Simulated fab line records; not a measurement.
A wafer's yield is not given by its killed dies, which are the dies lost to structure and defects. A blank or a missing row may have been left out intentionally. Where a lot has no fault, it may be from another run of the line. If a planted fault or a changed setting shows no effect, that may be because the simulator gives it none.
The tool behind it: which one? + flow n5Finfet + 24 lots with 72 wafers sampled at 6 steps, on a route of 1938 steps

## WHAT THE GAUGES READ, wafer by wafer
N5_BEOL_M0_SAQP_OVL_MEAS_41. Usual: M0_CUT1_OVL typically reads -0.2 nm, with standard deviation 0.77.
| lot  | measured     | on         | M0_CUT1_OVL (nm) | flag |
|------|--------------|------------|------------------|------|
| L074 | day 5 19:04  | overlay-02 | 2.3 1.6 1.3      |      |
| L075 | day 5 22:27  | overlay-01 | 0.2 -0.3 0.0     |      |
| L076 | day 6 06:49  | overlay-01 | 0.1 0.6 0.9      |      |
| L077 | day 6 07:18  | overlay-02 | 0.4 -0.9 0.8     |      |
| L078 | day 6 16:39  | overlay-02 | -1.2 -1.0 -0.7   |      |
| L079 | day 6 22:44  | overlay-01 | 0.0 -1.6 -0.4    |      |
| L080 | day 7 03:37  | overlay-02 | -0.1 0.6 0.4     |      |
| L081 | day 7 12:41  | overlay-02 | 0.7 0.8 -0.1     |      |
| L082 | day 7 15:55  | overlay-02 | -0.2 0.8 0.0     |      |
| L083 | day 7 23:37  | overlay-01 | 0.3 1.0 0.0      |      |
| L084 | day 8 08:36  | overlay-01 | -1.5 -0.3 -0.3   |      |
| L085 | day 8 15:32  | overlay-01 | 0.4 -0.6 0.0     |      |
| L086 | day 8 23:10  | overlay-02 | -1.6 -0.9 -0.2   |      |
| L087 | day 9 05:46  | overlay-01 | -1.4 -0.1 0.3    |      |
| L088 | day 9 09:58  | overlay-01 | 0.3 1.1 1.3      |      |
| L089 | day 9 17:08  | overlay-01 | -1.2 -1.3 -0.4   |      |
| L090 | day 9 21:50  | overlay-01 | -1.2 -0.4 0.2    |      |
| L091 | day 10 00:38 | overlay-01 | -0.5 -0.3 -0.9   |      |
| L092 | day 10 13:22 | overlay-01 | -0.2 0.2 -0.3    |      |
| L093 | day 10 14:28 | overlay-02 | -0.1 -0.2 -0.6   |      |
| L094 | day 10 21:43 | overlay-01 | -1.6 -0.7 -1.0   |      |
| L095 | day 11 08:59 | overlay-01 | 0.1 0.5 -0.1     |      |
| L096 | day 11 12:23 | overlay-01 | -0.5 0.2 0.7     |      |
| L097 | day 11 17:56 | overlay-02 | -1.2 -1.3 -1.1   |      |

## WHICH TOOL RAN EACH LOT (tool, then ch and the chambers of the sampled wafers, then the start)
| lot  | N5_MOL_CONTACT_COAG_ETCH_67       | N5_MOL_CONTACT_COAG_CVD_140  | N5_BEOL_M0_SAQP_RECESS_114        | N5_BEOL_M0_SAQP_SPACER1_ETCHBACK_99 | N5_BEOL_M0_SAQP_ETCH_101          |
|------|-----------------------------------|------------------------------|-----------------------------------|-------------------------------------|-----------------------------------|
| L074 | rieDiel-03 ch 0,1, day 5 07:50    | cvdW-02 ch 0,1, day 5 08:26  | vaporEtch-01 ch 0,1, day 5 15:04  | rieDiel-01 ch 1,2, day 5 15:56      | rieDiel-01 ch 1,3, day 5 16:10    |
| L075 | rieDiel-03 ch 0,1,2, day 5 09:52  | cvdW-01 ch 0,1, day 5 10:31  | vaporEtch-02 ch 0,1, day 5 18:16  | rieDiel-06 ch 1,2,3, day 5 19:25    | rieDiel-01 ch 2,3, day 5 19:52    |
| L076 | rieDiel-05 ch 0,3, day 5 16:35    | cvdW-01 ch 0,1, day 5 17:11  | vaporEtch-02 ch 0,1, day 6 01:55  | rieDiel-06 ch 0,1,3, day 6 02:47    | rieDiel-06 ch 0,1, day 6 03:05    |
| L077 | rieDiel-05 ch 0,1, day 5 20:26    | cvdW-01 ch 0,1, day 5 21:07  | vaporEtch-01 ch 0,1, day 6 02:59  | rieDiel-04 ch 2,3, day 6 03:44      | rieDiel-04 ch 0,1,3, day 6 03:58  |
| L078 | rieDiel-02 ch 1,3, day 6 06:41    | cvdW-01 ch 0,1, day 6 07:17  | vaporEtch-02 ch 0,1, day 6 13:10  | rieDiel-06 ch 1,3, day 6 14:07      | rieDiel-01 ch 1,2, day 6 14:21    |
| L079 | rieDiel-03 ch 0,1,2, day 6 11:23  | cvdW-01 ch 0, day 6 12:10    | vaporEtch-01 ch 0,1, day 6 19:34  | rieDiel-04 ch 1,2,3, day 6 20:25    | rieDiel-04 ch 1,2, day 6 20:40    |
| L080 | rieDiel-02 ch 0,1,3, day 6 16:53  | cvdW-01 ch 0, day 6 17:29    | vaporEtch-01 ch 0,1, day 6 23:44  | rieDiel-06 ch 0,3, day 7 00:36      | rieDiel-06 ch 0,3, day 7 01:11    |
| L081 | rieDiel-02 ch 0,1, day 7 00:04    | cvdW-01 ch 0,1, day 7 00:40  | vaporEtch-01 ch 1, day 7 08:53    | rieDiel-06 ch 0,2,3, day 7 09:59    | rieDiel-04 ch 0,3, day 7 10:29    |
| L082 | rieDiel-03 ch 1,2,3, day 7 04:11  | cvdW-01 ch 0,1, day 7 04:47  | vaporEtch-01 ch 0, day 7 11:38    | rieDiel-04 ch 1,2,3, day 7 12:59    | rieDiel-06 ch 0,1, day 7 13:22    |
| L083 | rieDiel-02 ch 1,3, day 7 11:17    | cvdW-02 ch 0,1, day 7 11:59  | vaporEtch-01 ch 0,1, day 7 18:55  | rieDiel-04 ch 0,1, day 7 19:58      | rieDiel-06 ch 2,3, day 7 20:47    |
| L084 | rieDiel-05 ch 0,1,2, day 7 22:15  | cvdW-02 ch 0,1, day 7 22:52  | vaporEtch-02 ch 0,1, day 8 04:55  | rieDiel-06 ch 0,2,3, day 8 05:55    | rieDiel-04 ch 1,2,3, day 8 06:09  |
| L085 | rieDiel-02 ch 0,3, day 8 02:26    | cvdW-01 ch 0,1, day 8 03:02  | vaporEtch-01 ch 0,1, day 8 10:04  | rieDiel-04 ch 0,1,2, day 8 11:09    | rieDiel-06 ch 1,3, day 8 11:23    |
| L086 | rieDiel-03 ch 0,1,2, day 8 11:35  | cvdW-02 ch 1, day 8 12:11    | vaporEtch-02 ch 0, day 8 19:40    | rieDiel-01 ch 0,1,3, day 8 20:37    | rieDiel-01 ch 0,2,3, day 8 20:51  |
| L087 | rieDiel-02 ch 0,2,3, day 8 18:10  | cvdW-02 ch 0,1, day 8 18:46  | vaporEtch-01 ch 0,1, day 9 02:14  | rieDiel-06 ch 0,1,3, day 9 03:20    | rieDiel-06 ch 0,1,3, day 9 03:34  |
| L088 | rieDiel-03 ch 0,1,3, day 8 22:42  | cvdW-01 ch 0, day 8 23:29    | vaporEtch-01 ch 0,1, day 9 05:51  | rieDiel-01 ch 0,1,3, day 9 07:33    | rieDiel-04 ch 0,3, day 9 07:47    |
| L089 | rieDiel-03 ch 0,1,3, day 9 07:10  | cvdW-02 ch 0,1, day 9 07:51  | vaporEtch-01 ch 0,1, day 9 13:49  | rieDiel-06 ch 0,1,2, day 9 14:34    | rieDiel-04 ch 0,1, day 9 14:47    |
| L090 | rieDiel-05 ch 1,2, day 9 09:05    | cvdW-01 ch 0,1, day 9 09:41  | vaporEtch-02 ch 0,1, day 9 17:29  | rieDiel-01 ch 1,2, day 9 18:52      | rieDiel-01 ch 1,2, day 9 19:05    |
| L091 | rieDiel-05 ch 0,1,2, day 9 14:11  | cvdW-01 ch 0,1, day 9 14:48  | vaporEtch-02 ch 0,1, day 9 20:36  | rieDiel-01 ch 1,2,3, day 9 21:49    | rieDiel-04 ch 1,2,3, day 9 22:07  |
| L092 | rieDiel-03 ch 0,3, day 10 01:50   | cvdW-02 ch 0,1, day 10 02:36 | vaporEtch-02 ch 0,1, day 10 09:38 | rieDiel-04 ch 0,1,2, day 10 10:30   | rieDiel-01 ch 0,3, day 10 10:55   |
| L093 | rieDiel-02 ch 0,2,3, day 10 02:01 | cvdW-01 ch 0,1, day 10 02:37 | vaporEtch-01 ch 0,1, day 10 11:10 | rieDiel-01 ch 1,3, day 10 12:01     | rieDiel-01 ch 0,1,2, day 10 12:16 |
| L094 | rieDiel-03 ch 1,2,3, day 10 11:01 | cvdW-02 ch 0,1, day 10 11:37 | vaporEtch-02 ch 0,1, day 10 17:29 | rieDiel-06 ch 0,1,2, day 10 19:19   | rieDiel-01 ch 0,1, day 10 19:33   |
| L095 | rieDiel-02 ch 0,2,3, day 10 22:15 | cvdW-01 ch 0,1, day 10 22:56 | vaporEtch-02 ch 0,1, day 11 05:23 | rieDiel-04 ch 0,1,2, day 11 06:14   | rieDiel-01 ch 0,1,3, day 11 06:28 |
| L096 | rieDiel-05 ch 1,3, day 11 00:09   | cvdW-02 ch 0,1, day 11 00:46 | vaporEtch-02 ch 0,1, day 11 09:01 | rieDiel-06 ch 1,2, day 11 09:52     | rieDiel-06 ch 0,2, day 11 10:06   |
| L097 | rieDiel-05 ch 0,2,3, day 11 07:58 | cvdW-01 ch 1, day 11 08:58   | vaporEtch-02 ch 0,1, day 11 14:47 | rieDiel-01 ch 1,3, day 11 15:39     | rieDiel-04 ch 0,1, day 11 15:53   |
- N5_MOL_CONTACT_COAG_ETCH_67: etches SOC in N2/H2, target depth 60 nm, overetch 21 nm, time 101.2 s.
- N5_MOL_CONTACT_COAG_CVD_140: deposits W, target thk 66.5 nm, time 215 s.
- N5_BEOL_M0_SAQP_RECESS_114: chemistry HF/NH3, target SiO2, target depth 14.4 nm, afs cycles 3, sublimation time 60 s.
- N5_BEOL_M0_SAQP_SPACER1_ETCHBACK_99: etches SiO2 in CHF3/O2, target depth 15.4 nm, time 7.7 s.
- N5_BEOL_M0_SAQP_ETCH_101: etches SiNx in CH3F/O2, target depth 29.9 nm, time 42.7 s.

## WHAT THE TOOLS THEMSELVES READ (means of the sampled wafers that have a number; where no wafer has one, the mark that the record gives instead)
N5_MOL_CONTACT_COAG_ETCH_67. Usual: drypumpMotorCurrentA 5.9 A, standard deviation 0.42; oesProductAu 0.62 a.u., standard deviation 0.059; rfVppV 523.7 V, standard deviation 2.4; showerheadPlenumPTorr 2.53 Torr, standard deviation 0.085; throttleValvePct 17.83 %, standard deviation 0.2.
| lot  | tool       | drypumpMotorCurrentA (A) | oesProductAu (a.u.) | rfVppV (V) | showerheadPlenumPTorr (Torr) | throttleValvePct (%) | flag |
|------|------------|--------------------------|---------------------|------------|------------------------------|----------------------|------|
| L074 | rieDiel-03 | 6.3                      | 0.61                | 523.2      | 2.53                         | 17.83                |      |
| L075 | rieDiel-03 | 6.1                      | 0.61                | 524.6      | 2.52                         | 17.80                |      |
| L076 | rieDiel-05 | 6.3                      | 0.61                | 526.7      | 2.64                         | 18.02                |      |
| L077 | rieDiel-05 | 5.6                      | 0.60                | 526.5      | 2.62                         | 17.79                |      |
| L078 | rieDiel-02 | 5.8                      | 0.70                | 524.7      | 2.53                         | 17.74                |      |
| L079 | rieDiel-03 | 6.0                      | 0.60                | 523.5      | 2.52                         | 17.81                |      |
| L080 | rieDiel-02 | 5.9                      | 0.66                | 522.1      | 2.49                         | 17.79                |      |
| L081 | rieDiel-02 | 5.7                      | 0.63                | 523.9      | 2.55                         | 17.83                |      |
| L082 | rieDiel-03 | 5.9                      | 0.61                | 523.9      | 2.53                         | 17.73                |      |
| L083 | rieDiel-02 | 5.8                      | 0.69                | 523.3      | 2.53                         | 17.76                |      |
| L084 | rieDiel-05 | 5.5                      | 0.65                | 524.8      | 2.57                         | 17.70                |      |
| L085 | rieDiel-02 | 6.2                      | 0.66                | 519.4      | 2.38                         | 17.86                |      |
| L086 | rieDiel-03 | 6.1                      | 0.59                | 523.8      | 2.51                         | 17.83                |      |
| L087 | rieDiel-02 | 6.0                      | 0.64                | 519.8      | 2.43                         | 17.92                |      |
| L088 | rieDiel-03 | 6.1                      | 0.60                | 523.7      | 2.53                         | 17.79                |      |
| L089 | rieDiel-03 | 6.2                      | 0.60                | 522.7      | 2.53                         | 17.79                |      |
| L090 | rieDiel-05 | 5.4                      | 0.70                | 523.9      | 2.52                         | 17.62                |      |
| L091 | rieDiel-05 | 5.5                      | 0.64                | 525.0      | 2.57                         | 17.72                |      |
| L092 | rieDiel-03 | 6.0                      | 0.58                | 522.1      | 2.52                         | 17.79                |      |
| L093 | rieDiel-02 | 6.0                      | 0.70                | 520.9      | 2.42                         | 17.78                |      |
| L094 | rieDiel-03 | 5.9                      | 0.68                | 523.7      | 2.52                         | 17.61                |      |
| L095 | rieDiel-02 | 6.0                      | 0.69                | 521.1      | 2.42                         | 17.79                |      |
| L096 | rieDiel-05 | 6.1                      | 0.58                | 525.8      | 2.62                         | 18.19                |      |
| L097 | rieDiel-05 | 5.9                      | 0.63                | 524.4      | 2.57                         | 17.82                |      |

N5_MOL_CONTACT_COAG_CVD_140. Usual: heaterPowerOuterW 285 W, standard deviation 37; heaterPowerW 527 W, standard deviation 69.
| lot  | tool    | heaterPowerOuterW (W) | heaterPowerW (W) | flag |
|------|---------|-----------------------|------------------|------|
| L074 | cvdW-02 | 320                   | 598              |      |
| L075 | cvdW-01 | 275                   | 511              |      |
| L076 | cvdW-01 | 279                   | 493              |      |
| L077 | cvdW-01 | 275                   | 491              |      |
| L078 | cvdW-01 | 275                   | 497              |      |
| L079 | cvdW-01 | 277                   | 528              |      |
| L080 | cvdW-01 | 276                   | 525              |      |
| L081 | cvdW-01 | 277                   | 509              |      |
| L082 | cvdW-01 | 274                   | 513              |      |
| L083 | cvdW-02 | 280                   | 538              |      |
| L084 | cvdW-02 | 277                   | 532              |      |
| L085 | cvdW-01 | 275                   | 508              |      |
| L086 | cvdW-02 | 361                   | 655              |      |
| L087 | cvdW-02 | 284                   | 529              |      |
| L088 | cvdW-01 | 280                   | 520              |      |
| L089 | cvdW-02 | 321                   | 601              |      |
| L090 | cvdW-01 | 277                   | 511              |      |
| L091 | cvdW-01 | 279                   | 509              |      |
| L092 | cvdW-02 | 316                   | 603              |      |
| L093 | cvdW-01 | 275                   | 497              |      |
| L094 | cvdW-02 | 284                   | 531              |      |
| L095 | cvdW-01 | 276                   | 513              |      |
| L096 | cvdW-02 | 320                   | 595              |      |
| L097 | cvdW-01 | 273                   | 481              |      |

N5_BEOL_M0_SAQP_RECESS_114. Usual: drypumpMotorCurrentA 5.84 A, standard deviation 0.23.
| lot  | tool         | drypumpMotorCurrentA (A) | flag |
|------|--------------|--------------------------|------|
| L074 | vaporEtch-01 | 5.59                     |      |
| L075 | vaporEtch-02 | 6.04                     |      |
| L076 | vaporEtch-02 | 6.06                     |      |
| L077 | vaporEtch-01 | 5.64                     |      |
| L078 | vaporEtch-02 | 6.08                     |      |
| L079 | vaporEtch-01 | 5.59                     |      |
| L080 | vaporEtch-01 | 5.65                     |      |
| L081 | vaporEtch-01 | 5.54                     |      |
| L082 | vaporEtch-01 | 5.70                     |      |
| L083 | vaporEtch-01 | 5.60                     |      |
| L084 | vaporEtch-02 | 6.05                     |      |
| L085 | vaporEtch-01 | 5.64                     |      |
| L086 | vaporEtch-02 | 6.02                     |      |
| L087 | vaporEtch-01 | 5.65                     |      |
| L088 | vaporEtch-01 | 5.59                     |      |
| L089 | vaporEtch-01 | 5.60                     |      |
| L090 | vaporEtch-02 | 6.08                     |      |
| L091 | vaporEtch-02 | 6.05                     |      |
| L092 | vaporEtch-02 | 6.04                     |      |
| L093 | vaporEtch-01 | 5.60                     |      |
| L094 | vaporEtch-02 | 6.08                     |      |
| L095 | vaporEtch-02 | 6.07                     |      |
| L096 | vaporEtch-02 | 6.07                     |      |
| L097 | vaporEtch-02 | 6.07                     |      |

N5_BEOL_M0_SAQP_SPACER1_ETCHBACK_99. Usual: drypumpMotorCurrentA 5.7 A, standard deviation 0.44; oesProductAu 0.75 a.u., standard deviation 0.062; rfVppV 525 V, standard deviation 7.6; showerheadPlenumPTorr 2.41 Torr, standard deviation 0.095; throttleValvePct 18.97 %, standard deviation 0.19.
| lot  | tool       | drypumpMotorCurrentA (A) | oesProductAu (a.u.) | rfVppV (V) | showerheadPlenumPTorr (Torr) | throttleValvePct (%) | flag |
|------|------------|--------------------------|---------------------|------------|------------------------------|----------------------|------|
| L074 | rieDiel-01 | 5.9                      | 0.76                | 526        | 2.45                         | 18.99                |      |
| L075 | rieDiel-06 | 5.5                      | 0.74                | 523        | 2.30                         | 18.91                |      |
| L076 | rieDiel-06 | 5.7                      | 0.76                | 524        | 2.37                         | 18.90                |      |
| L077 | rieDiel-04 | 5.9                      | 0.81                | 515        | 2.45                         | 18.75                |      |
| L078 | rieDiel-06 | 6.0                      | 0.75                | 523        | 2.33                         | 18.90                |      |
| L079 | rieDiel-04 | 5.8                      | 0.77                | 522        | 2.46                         | 18.96                |      |
| L080 | rieDiel-06 | 5.8                      | 0.74                | 520        | 2.45                         | 19.05                |      |
| L081 | rieDiel-06 | 5.5                      | 0.80                | 522        | 2.47                         | 18.93                |      |
| L082 | rieDiel-04 | 5.8                      | 0.75                | 522        | 2.46                         | 18.96                |      |
| L083 | rieDiel-04 | 5.4                      | 0.73                | 534        | 2.48                         | 19.18                |      |
| L084 | rieDiel-06 | 5.5                      | 0.80                | 521        | 2.47                         | 18.94                |      |
| L085 | rieDiel-04 | 5.5                      | 0.76                | 527        | 2.47                         | 18.98                |      |
| L086 | rieDiel-01 | 6.2                      | 0.72                | 530        | 2.36                         | 19.05                |      |
| L087 | rieDiel-06 | 5.7                      | 0.74                | 523        | 2.36                         | 18.94                |      |
| L088 | rieDiel-01 | 6.2                      | 0.71                | 529        | 2.36                         | 19.05                |      |
| L089 | rieDiel-06 | 5.3                      | 0.80                | 525        | 2.42                         | 18.85                |      |
| L090 | rieDiel-01 | 6.0                      | 0.76                | 525        | 2.44                         | 19.03                |      |
| L091 | rieDiel-01 | 5.8                      | 0.73                | 528        | 2.44                         | 19.01                |      |
| L092 | rieDiel-04 | 5.5                      | 0.76                | 528        | 2.46                         | 19.02                |      |
| L093 | rieDiel-01 | 6.1                      | 0.70                | 533        | 2.39                         | 18.96                |      |
| L094 | rieDiel-06 | 5.3                      | 0.79                | 524        | 2.41                         | 18.85                |      |
| L095 | rieDiel-04 | 5.5                      | 0.75                | 526        | 2.46                         | 19.03                |      |
| L096 | rieDiel-06 | 5.3                      | 0.80                | 527        | 2.33                         | 18.75                |      |
| L097 | rieDiel-01 | 6.1                      | 0.70                | 533        | 2.38                         | 18.97                |      |

N5_BEOL_M0_SAQP_ETCH_101. Usual: drypumpMotorCurrentA 5.7 A, standard deviation 0.45; oesProductAu 0.75 a.u., standard deviation 0.06; rfVppV 298 V, standard deviation 4.5; showerheadPlenumPTorr 2.01 Torr, standard deviation 0.078; throttleValvePct 16.46 %, standard deviation 0.18.
| lot  | tool       | drypumpMotorCurrentA (A) | oesProductAu (a.u.) | rfVppV (V) | showerheadPlenumPTorr (Torr) | throttleValvePct (%) | flag |
|------|------------|--------------------------|---------------------|------------|------------------------------|----------------------|------|
| L074 | rieDiel-01 | 6.2                      | 0.74                | 301        | 1.99                         | 16.43                |      |
| L075 | rieDiel-01 | 5.4                      | 0.75                | 299        | 2.07                         | 16.45                |      |
| L076 | rieDiel-06 | 5.6                      | 0.77                | 297        | 2.00                         | 16.40                |      |
| L077 | rieDiel-04 | 5.6                      | 0.73                | 301        | 2.07                         | 16.53                |      |
| L078 | rieDiel-01 | 6.0                      | 0.76                | 298        | 2.03                         | 16.49                |      |
| L079 | rieDiel-04 | 5.7                      | 0.82                | 294        | 2.04                         | 16.34                |      |
| L080 | rieDiel-06 | 6.0                      | 0.73                | 295        | 2.00                         | 16.51                |      |
| L081 | rieDiel-04 | 5.5                      | 0.74                | 303        | 2.08                         | 16.46                |      |
| L082 | rieDiel-06 | 5.6                      | 0.77                | 299        | 1.92                         | 16.30                |      |
| L083 | rieDiel-06 | 5.7                      | 0.80                | 297        | 2.02                         | 16.40                |      |
| L084 | rieDiel-04 | 5.7                      | 0.74                | 296        | 2.05                         | 16.46                |      |
| L085 | rieDiel-06 | 6.0                      | 0.74                | 297        | 1.93                         | 16.41                |      |
| L086 | rieDiel-01 | 5.8                      | 0.72                | 299        | 2.00                         | 16.53                |      |
| L087 | rieDiel-06 | 5.7                      | 0.74                | 296        | 1.96                         | 16.44                |      |
| L088 | rieDiel-04 | 5.8                      | 0.71                | 300        | 2.06                         | 16.46                |      |
| L089 | rieDiel-04 | 5.4                      | 0.72                | 303        | 2.06                         | 16.68                |      |
| L090 | rieDiel-01 | 6.0                      | 0.76                | 298        | 2.03                         | 16.53                |      |
| L091 | rieDiel-04 | 5.7                      | 0.75                | 296        | 2.04                         | 16.49                |      |
| L092 | rieDiel-01 | 6.1                      | 0.69                | 300        | 1.93                         | 16.60                |      |
| L093 | rieDiel-01 | 5.9                      | 0.73                | 297        | 1.99                         | 16.59                |      |
| L094 | rieDiel-01 | 6.3                      | 0.71                | 296        | 1.93                         | 16.64                |      |
| L095 | rieDiel-01 | 6.2                      | 0.71                | 300        | 1.95                         | 16.55                |      |
| L096 | rieDiel-06 | 5.3                      | 0.77                | 297        | 2.08                         | 16.46                |      |
| L097 | rieDiel-04 | 5.3                      | 0.72                | 305        | 2.07                         | 16.63                |      |

## THE ANSWER, worked out from the rows above alone
Rule: a lot is off if the mean of its wafers that have a number lies more than 3 standard deviations from the usual mean. Also off: a lot with no number at a reading for which 4 or more lots have one. Any other lot the step has rows for is counted as sound. Order of review: gauges by route order, followed by the tools' own readings, for which a lot's mean as printed above is used. The first step at which some lot is off is used, and at that step the reading that is off furthest; a lot without a number counts as furthest.
No lot is off at any reading shown: from this, nothing can be told.

## WHAT WAS PUT IN BY THE SIMULATOR
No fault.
